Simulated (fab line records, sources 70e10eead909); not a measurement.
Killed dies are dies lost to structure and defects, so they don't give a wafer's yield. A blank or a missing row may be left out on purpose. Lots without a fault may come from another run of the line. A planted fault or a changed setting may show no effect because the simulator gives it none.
One fault seen from 3 desks | flow nand_harc | each desk has only its own numbers; what lay behind them comes last

THE DEFECT DESK
What the inspections along the route counted, lot by lot: means of the sampled wafers that have a number. A lot is out of limits, marked OUT, if its mean lies more than 4 standard deviations from the usual mean; the brackets give that distance.
Columns: A = raw_defect_count at NHARC_P_GATE_INSPECT_68, usual 201
lot  | first seen here | A
L632 | day 6 01:35     | 137
L634 | day 7 05:22     | 244
L635 | day 7 12:09     | 198
L637 | day 8 11:31     | 247
L638 | day 9 03:48     | 190
L639 | day 9 08:15     | 228
L640 | day 9 17:41     | 117
L641 | day 10 11:07    | 186
L642 | day 10 13:46    | 127
L643 | day 11 01:32    | 130
L646 | day 11 17:53    | 377
L647 | day 12 15:38    | 181
L652 | day 14 19:17    | 132
L653 | day 15 05:10    | 231
L654 | day 15 06:08    | 272
This desk's finding: nothing out of limits on any of the 15 lots.

THE TOOL OWNER'S DESK: litho_track-06
The tool's own readings at NHARC_P_CONTACT_SOFTBAKE_07 (time 55 s): means of the sampled wafers that have a number, for each lot that ran on this tool. A lot is out of limits, marked OUT, if its mean lies more than 4 standard deviations from the usual mean; the brackets give that distance.
Columns: A = heater_power_total_W at NHARC_P_CONTACT_SOFTBAKE_07, usual 188.45 W
lot  | first seen here | A
L632 | day 6 02:00     | 188.52
L634 | day 7 06:00     | 188.37
L638 | day 9 04:00     | 188.57
L640 | day 9 18:00     | 188.37
L641 | day 10 12:00    | 188.57
L643 | day 11 02:00    | 255.63 (+99 or more) OUT
L646 | day 11 19:00    | 233.26 (+99 or more) OUT
L647 | day 12 17:00    | 323.21 (+99 or more) OUT
L654 | day 15 07:00    | 188.33
This desk's finding: out of limits on L643, L646, L647; first on L643, day 11 02:00 (heater_power_total_W at NHARC_P_CONTACT_SOFTBAKE_07). In limits: L632, L634, L638, L640, L641, L654.

THE METROLOGY DESK
What the gauges read, lot by lot, whatever tool the lot ran on: means of the sampled wafers that have a number. A lot is out of limits, marked OUT, if its mean lies more than 4 standard deviations from the usual mean; the brackets give that distance.
Columns: A = cd_nm at NHARC_P_CONTACT_CD_MEAS_12, usual 90.1 nm
lot  | first seen here | A
L632 | day 6 03:13     | 90.1
L634 | day 7 06:52     | 89.6
L635 | day 7 13:38     | 90.8
L637 | day 8 13:22     | 90.4
L638 | day 9 05:17     | 91.1
L639 | day 9 09:52     | 90.7
L640 | day 9 19:19     | 89.8
L641 | day 10 13:11    | 90.2
L642 | day 10 15:16    | 89.9
L643 | day 11 03:08    | 90.5
L646 | day 11 19:30    | 90.8
L647 | day 12 17:29    | 91.1
L652 | day 14 20:55    | 90.1
L653 | day 15 06:47    | 89.4
L654 | day 15 07:45    | 90.0
This desk's finding: nothing out of limits on any of the 15 lots.

PUT TOGETHER
The tool owner's desk could have raised an alarm at day 11 02:00, on L643, L646, L647.
The defect desk saw nothing out of limits.
The metrology desk saw nothing out of limits.
The defect desk has L643, L646, L647 on record, within its limits.
The metrology desk has L643, L646, L647 on record, within its limits.
Of the lots named, all ran NHARC_P_CONTACT_SOFTBAKE_07 on litho_track-06.

WHAT THE SIMULATOR HAD PUT IN
Process parameter drift: litho_track-06, from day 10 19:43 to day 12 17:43, at NHARC_P_CONTACT_SOFTBAKE_07. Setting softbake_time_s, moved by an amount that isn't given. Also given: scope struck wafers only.
Lots struck among those shown: L643, L646, L647.
Hours from the fault's start to each desk's first reading out of limits: the tool owner's desk, 6.
